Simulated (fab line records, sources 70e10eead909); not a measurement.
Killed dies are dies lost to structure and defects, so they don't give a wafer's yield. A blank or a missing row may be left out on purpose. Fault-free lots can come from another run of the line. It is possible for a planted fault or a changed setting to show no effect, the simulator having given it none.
Matching of chambers || flow nand harc || 4 sister chambers for NHARC_A_CHANNEL_FILL_D1_ALD_16 on ald hk-02
The step deposits SiO2, target thk 1.5 nm, pulse time 10 s, ald cycles 15. 8 wafers are shown with their chamber, then 7 later ones without.

## WAFERS PAIRED WITH THEIR CHAMBERS
{"wafer": "L836.2", "chamber": 2, "heater power outer w (W)": 297, "heater power w (W)": 551}
{"wafer": "L836.6", "chamber": 0, "heater power outer w (W)": 259, "heater power w (W)": 449}
{"wafer": "L838.4", "chamber": 0, "heater power outer w (W)": 256, "heater power w (W)": 440}
{"wafer": "L843.1", "chamber": 3, "heater power outer w (W)": 265, "heater power w (W)": 494}
{"wafer": "L843.2", "chamber": 1, "heater power outer w (W)": 258, "heater power w (W)": 450}
{"wafer": "L843.3", "chamber": 2, "heater power outer w (W)": 293, "heater power w (W)": 567}
{"wafer": "L850.3", "chamber": 1, "heater power outer w (W)": 263, "heater power w (W)": 468}
{"wafer": "L850.5", "chamber": 3, "heater power outer w (W)": 265, "heater power w (W)": 478}

## WAFERS MISSING THEIR CHAMBER
{"wafer": "L850.6", "heater power outer w (W)": 259, "heater power w (W)": 451}
{"wafer": "L856.3", "heater power outer w (W)": 260, "heater power w (W)": 482}
{"wafer": "L856.4", "heater power outer w (W)": 308, "heater power w (W)": 588}
{"wafer": "L856.6", "heater power outer w (W)": 266, "heater power w (W)": 453}
{"wafer": "L857.2", "heater power outer w (W)": 259, "heater power w (W)": 482}
{"wafer": "L857.3", "heater power outer w (W)": 257, "heater power w (W)": 448}
{"wafer": "L857.5", "heater power outer w (W)": 265, "heater power w (W)": 477}

## WHICH CHAMBER EACH ONE RAN IN
{"wafer": "L850.6", "from the rows above": "can't be placed: 0 or 1", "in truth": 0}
{"wafer": "L856.3", "from the rows above": "can't be placed: 3 or 1 or 0", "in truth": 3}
{"wafer": "L856.4", "from the rows above": 2, "in truth": 2}
{"wafer": "L856.6", "from the rows above": "can't be placed: 1 or 3 or 0", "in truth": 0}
{"wafer": "L857.2", "from the rows above": "can't be placed: 1 or 3 or 0", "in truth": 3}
{"wafer": "L857.3", "from the rows above": "can't be placed: 0 or 1", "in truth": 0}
{"wafer": "L857.5", "from the rows above": "can't be placed: 3 or 1", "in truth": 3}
Correctly placed: 1 of 7. These rows do not allow placing 6 (true chamber among the candidates in 6). Placed wrongly: 0.
How it was worked out, from the rows above alone: a wafer's distance from a chamber is the root of the sum, over the readings, of the square of ((its reading less the chamber's mean) divided by the reading's scatter). If the next closest chamber is less than 2 further off than the closest, the wafer can't be placed; otherwise it belongs to the closest. For every chamber, the mean is computed from those of its wafers that are shown. The scatter: take each reading less its chamber's mean, square it, sum over the shown wafers, divide by the number of wafers less the number of chambers, and take the root.
